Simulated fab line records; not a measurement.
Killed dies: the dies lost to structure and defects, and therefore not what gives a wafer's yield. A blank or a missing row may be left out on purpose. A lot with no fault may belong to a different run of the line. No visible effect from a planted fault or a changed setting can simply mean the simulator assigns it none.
Comparing a struck lot with a sound one ; flow n5Finfet ; 15 steps out of a route of 1938
Sound: wafers L815.1, L815.4, L815.6. Wafers struck: L824.1, L824.2, L824.3. Last of all comes the cause.
Each step with rows lists, per side, the tool, then ch with its chambers, then its first start. Under that, the readings that differ: sound wafers ; struck wafers ; difference of the means ; sigmas: that difference in standard deviations of wafers without a fault.
alike: words and numbers the same on both sides, and readings whose means are apart by under 2 such deviations; not compared: readings that were withheld, readings missing a value for some wafer, numbers with overlapping values and no deviation given by the record, and bounds like >300 which may hide the same value.
The two part at a step that has a row with sigmas, a row that says differs or no value, or rows on one side only. Non-overlapping numbers with no deviation appear without sigmas and do not part them. Lack of a reading on every wafer of one side parts them only where that side has two or more wafers.

N5_BEOL_M7_OVL_MEAS_29:
  sound on overlay-01 ch 0, day 9 11:13; struck on overlay-01 ch 0, day 10 21:07
  alike: V6_OVL
N5_BEOL_M7_INSPECT_30: inspects for defects (brightfield).
  sound on defectInspect-01, day 9 11:17; struck on defectInspect-01, day 10 21:11
  alike: rawDefectCount
N5_BEOL_M7_DESCUM_33: chemistry O2, time 7 s.
  sound on rieDiel-06 ch 0,2,3, day 9 11:28; struck on rieDiel-06 ch 0,2,3, day 10 21:13
  alike: drypumpMotorCurrentA, oesProductAu, rfVppV, showerheadPlenumPTorr, throttleValvePct
  not compared: rfHoursCounterH
then, 5 steps without rows for these wafers: N5_BEOL_M7_ETCH_72 (etches underlayer in N2/H2, target depth 6.5 nm, time 5.2 s); N5_BEOL_M7_ETCH_65 (etches SiARC in CF4, target depth 15.6 nm, time 26 s); N5_BEOL_M7_ETCH_66 (etches SOC in N2/H2, target depth 80 nm, overetch 16 nm, time 120 s); N5_BEOL_M7_STRIP_69 (strips in N2/H2); N5_BEOL_M7_STRIP_73 (strips in N2/H2).
N5_BEOL_M7_VIA_ETCH_34: etches SiCOH lowk in C4F6/O2, target depth 125.5 nm, time 50.5 s.
  sound on rieDiel-06 ch 2,3, day 9 11:38; struck on rieDiel-06 ch 0,2,3, day 10 21:23
  alike: drypumpMotorCurrentA, oesProductAu, rfFwdPowerW, rfVppV, showerheadPlenumPTorr, throttleValvePct
  not compared: rfHoursCounterH
then, 1 step without rows for these wafers: N5_BEOL_M7_STRIP_76 (strips in C4F6/O2).
N5_BEOL_M7_STRIP_36: strips in N2/H2.
  sound on rieDiel-06 ch 2,3, day 9 11:41; struck on rieDiel-06 ch 0,2,3, day 10 21:26
  alike: drypumpMotorCurrentA, oesProductAu, rfVppV, showerheadPlenumPTorr, throttleValvePct
  not compared: rfHoursCounterH
N5_BEOL_M7_TRENCH_ETCH_37: etches SiCOH lowk in C4F6/O2, target depth 93.478 nm, time 31.2 s.
  sound: rieDiel-06 ch 2,3; struck: rieDiel-06 ch 0,2,3
  alike: drypumpMotorCurrentA, oesProductAu, rfFwdPowerW, rfVppV, showerheadPlenumPTorr, throttleValvePct
  not compared: rfHoursCounterH
N5_BEOL_M7_ETCH_41: etches SiCN in CH3F/O2, target depth 31.9 nm, time 57.8 s.
  sound on rieDiel-06 ch 2,3, day 9 11:46; struck on rieDiel-06 ch 0,2,3, day 10 21:31
reading;sound;struck;difference;sigmas
rfFwdPowerW (W);392.0 391.6 392.0;296.2 295.8 297.7;-95.3;-64
rfVppV (V);296.9 297.0 295.3;324.3 323.5 326.2;+28.3;+15
model.etch.depthNm (nm);21.22 21.36 21.04;19.4 19.16 18.99;-2.0;
  alike: drypumpMotorCurrentA, oesProductAu, showerheadPlenumPTorr, throttleValvePct
  not compared: rfHoursCounterH
N5_BEOL_M7_STRIP_80: strips in N2/H2, time 10 s.
  sound: rieDiel-06 ch 2,3; struck: rieDiel-06 ch 0,2,3
  alike: drypumpMotorCurrentA, oesProductAu, rfVppV, showerheadPlenumPTorr, throttleValvePct
  not compared: rfHoursCounterH
-- here the record skips 4 days between the struck wafers' starts before and after, leaving off in module BEOL_M7 and picking up in module PASSIVATION (first step shown: number 1936 of the route) --
N5_PASSIVATION_PROBE_49:
  sound on prober-02, day 12 12:35; struck on prober-01, day 14 09:35
  alike: defectLimitedYield, killed_at_M0_to_M3, killed_at_M4_up, killedAtContacts, killedAtFrontEnd, killedAtOther, killedDies, killedOnRim, killedOpen, killedShort, sort_bin_5_function, sort_bin_6_memory, sortNPass, sortYieldPct

== WHERE THEY PART ==
Only at N5_BEOL_M7_ETCH_41, as far as this record shows. Later steps at which nothing parts them and some readings are alike: N5_BEOL_M7_STRIP_80, N5_PASSIVATION_PROBE_49.

WHY: the cause the simulator had injected
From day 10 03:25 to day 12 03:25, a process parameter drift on rieDiel-06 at N5_BEOL_M7_ETCH_41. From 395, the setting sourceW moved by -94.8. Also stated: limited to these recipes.
